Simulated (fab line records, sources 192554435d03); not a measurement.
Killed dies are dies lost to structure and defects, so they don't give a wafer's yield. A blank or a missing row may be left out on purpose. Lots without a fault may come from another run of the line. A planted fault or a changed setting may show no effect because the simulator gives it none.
Which tool did it? | flow n5_finfet | 24 lots, 72 wafers sampled, at 2 steps of a route of 1938

WHAT THE GAUGES READ, wafer by wafer
N5_BEOL_M4_OVL_MEAS_29. Usual: V3_OVL -0.4 nm, standard deviation 0.66.
lot  | measured     | on         | V3_OVL (nm)    | flag
L075 | day 7 16:05  | overlay-01 | 0.0 -0.4 -0.9  |
L074 | day 7 18:23  | overlay-02 | -0.9 -1.1 -0.9 |
L076 | day 8 06:34  | overlay-02 | -0.4 -0.5 -0.4 |
L077 | day 8 14:16  | overlay-01 | -1.1 -0.8 -0.3 |
L078 | day 8 15:21  | overlay-02 | -0.1 -0.2 -0.1 |
L079 | day 8 21:23  | overlay-02 | -2.0 -1.3 -1.8 |
L080 | day 8 22:22  | overlay-01 | -0.3 0.3 0.1   |
L081 | day 9 03:35  | overlay-01 | -0.8 -1.4 -1.2 |
L082 | day 9 19:46  | overlay-02 | 0.4 -0.7 -0.1  |
L083 | day 9 20:30  | overlay-01 | 0.7 0.1 1.3    |
L084 | day 10 02:34 | overlay-02 | 0.3 -0.6 0.2   |
L085 | day 10 05:28 | overlay-02 | -0.5 -0.5 -0.7 |
L087 | day 12 11:33 | overlay-02 | -0.1 -0.4 0.3  |
L088 | day 12 21:43 | overlay-01 | 0.2 0.4 0.3    |
L086 | day 12 21:56 | overlay-02 | 1.1 0.3 -0.9   |
L089 | day 13 01:43 | overlay-01 | -0.2 -0.4 -1.0 |
L091 | day 13 02:04 | overlay-02 | 0.1 -0.7 0.6   |
L095 | day 13 04:07 | overlay-02 | -0.6 0.1 -0.2  |
L096 | day 13 04:12 | overlay-01 | -1.5 -0.9 -1.0 |
L093 | day 13 05:22 | overlay-02 | -1.1 -0.5 -1.3 |
L090 | day 13 07:24 | overlay-01 | -0.2 -0.8 -0.4 |
L094 | day 13 07:45 | overlay-02 | -0.9 0.4 -1.2  |
L092 | day 13 08:04 | overlay-01 | -1.0 -0.2 -1.1 |
L097 | day 13 17:01 | overlay-02 | 0.4 0.7 0.0    |

WHICH TOOL RAN EACH LOT (tool, then ch and the chambers of the sampled wafers, then the start)
lot  | N5_BEOL_M4_HM_OPEN_17
L075 | rie_metal-02 ch 0,1, day 7 15:30
L074 | rie_metal-02 ch 0,1, day 7 17:52
L076 | rie_metal-01 ch 0,1, day 8 05:46
L077 | rie_metal-01 ch 0,1, day 8 13:38
L078 | rie_metal-01 ch 0,1, day 8 14:46
L079 | rie_metal-02 ch 0,1, day 8 20:42
L080 | rie_metal-01 ch 0,1, day 8 21:41
L081 | rie_metal-02 ch 0,1, day 9 03:01
L082 | rie_metal-01 ch 0,1, day 9 16:49
L083 | rie_metal-02 ch 0,1, day 9 19:59
L084 | rie_metal-02 ch 0,1, day 10 01:59
L085 | rie_metal-03 ch 1, day 10 04:49
L087 | rie_metal-02 ch 0,1, day 12 11:00
L088 | rie_metal-01 ch 0,1, day 12 21:11
L086 | rie_metal-03 ch 0,1, day 12 21:16
L089 | rie_metal-03 ch 0,1, day 13 01:12
L091 | rie_metal-01 ch 0,1, day 13 01:26
L095 | rie_metal-03 ch 0,1, day 13 03:36
L096 | rie_metal-01 ch 0,1, day 13 03:40
L093 | rie_metal-03 ch 0,1, day 13 04:52
L090 | rie_metal-03 ch 0, day 13 06:52
L094 | rie_metal-02 ch 0,1, day 13 07:05
L092 | rie_metal-01 ch 0,1, day 13 07:26
L097 | rie_metal-03 ch 0,1, day 13 11:29
- N5_BEOL_M4_HM_OPEN_17: chemistry Cl2/BCl3, target TiN, target depth 20 nm, overetch 6 nm.

WHAT THE TOOLS THEMSELVES READ (means of the sampled wafers that have a number; where no wafer has one, the mark that the record gives instead)
N5_BEOL_M4_HM_OPEN_17. Usual: bias_w 125.9 W, standard deviation 0.38; drypump_motor_current_A 5.9 A, standard deviation 0.32; oes_product_au 0.70 a.u., standard deviation 0.056; throttle_valve_pct 22.13 %, standard deviation 0.14.
lot  | tool         | bias_w (W) | drypump_motor_current_A (A) | oes_product_au (a.u.) | throttle_valve_pct (%) | flag
L075 | rie_metal-02 | 125.5      | 5.6                         | 0.74                  | 22.29                  |
L074 | rie_metal-02 | 126.3      | 5.9                         | 0.76                  | 22.20                  |
L076 | rie_metal-01 | 125.4      | 6.0                         | 0.72                  | 22.05                  |
L077 | rie_metal-01 | 125.9      | 6.0                         | 0.73                  | 22.04                  |
L078 | rie_metal-01 | 125.6      | 5.8                         | 0.77                  | 22.02                  |
L079 | rie_metal-02 | 126.0      | 5.9                         | 0.74                  | 22.22                  |
L080 | rie_metal-01 | 125.7      | 5.8                         | 0.76                  | 22.03                  |
L081 | rie_metal-02 | 125.7      | 5.9                         | 0.74                  | 22.20                  |
L082 | rie_metal-01 | 125.8      | 5.8                         | 0.74                  | 22.04                  |
L083 | rie_metal-02 | 126.0      | 5.9                         | 0.73                  | 22.22                  |
L084 | rie_metal-02 | 125.8      | 5.6                         | 0.71                  | 22.30                  |
L085 | rie_metal-03 | 126.3      | 6.0                         | 0.70                  | 22.21                  |
L087 | rie_metal-02 | 125.8      | 5.9                         | 0.72                  | 22.23                  |
L088 | rie_metal-01 | 126.0      | 5.8                         | 0.72                  | 22.04                  |
L086 | rie_metal-03 | 126.4      | 6.0                         | 0.63                  | 22.05                  |
L089 | rie_metal-03 | 125.8      | 5.9                         | 0.64                  | 22.04                  |
L091 | rie_metal-01 | 125.9      | 6.0                         | 0.68                  | 22.08                  |
L095 | rie_metal-03 | 125.9      | 6.0                         | 0.64                  | 22.04                  |
L096 | rie_metal-01 | 125.9      | 6.0                         | 0.68                  | 22.08                  |
L093 | rie_metal-03 | 125.8      | 6.0                         | 0.65                  | 22.14                  |
L090 | rie_metal-03 | 126.2      | 5.9                         | 0.62                  | 21.95                  |
L094 | rie_metal-02 | 125.7      | 5.6                         | 0.70                  | 22.31                  |
L092 | rie_metal-01 | 125.9      | 5.8                         | 0.71                  | 22.05                  |
L097 | rie_metal-03 | 125.5      | 6.0                         | 0.63                  | 22.04                  |

THE ANSWER, worked out from the rows above alone
Rule: a lot is off if the mean of its wafers that have a number lies more than 3 standard deviations from the usual mean. A lot without any number at a reading at which 4 lots or more have one is off too. The other lots that the step has rows for count as sound. The gauges are gone through in route order, then the tools' own readings, and for those a lot's mean is taken as printed above. The first step at which some lot is off is used, and at that step the reading that is off furthest; a lot without a number counts as furthest.
No lot is off at any reading shown: from this, nothing can be told.

WHAT THE SIMULATOR HAD PUT IN
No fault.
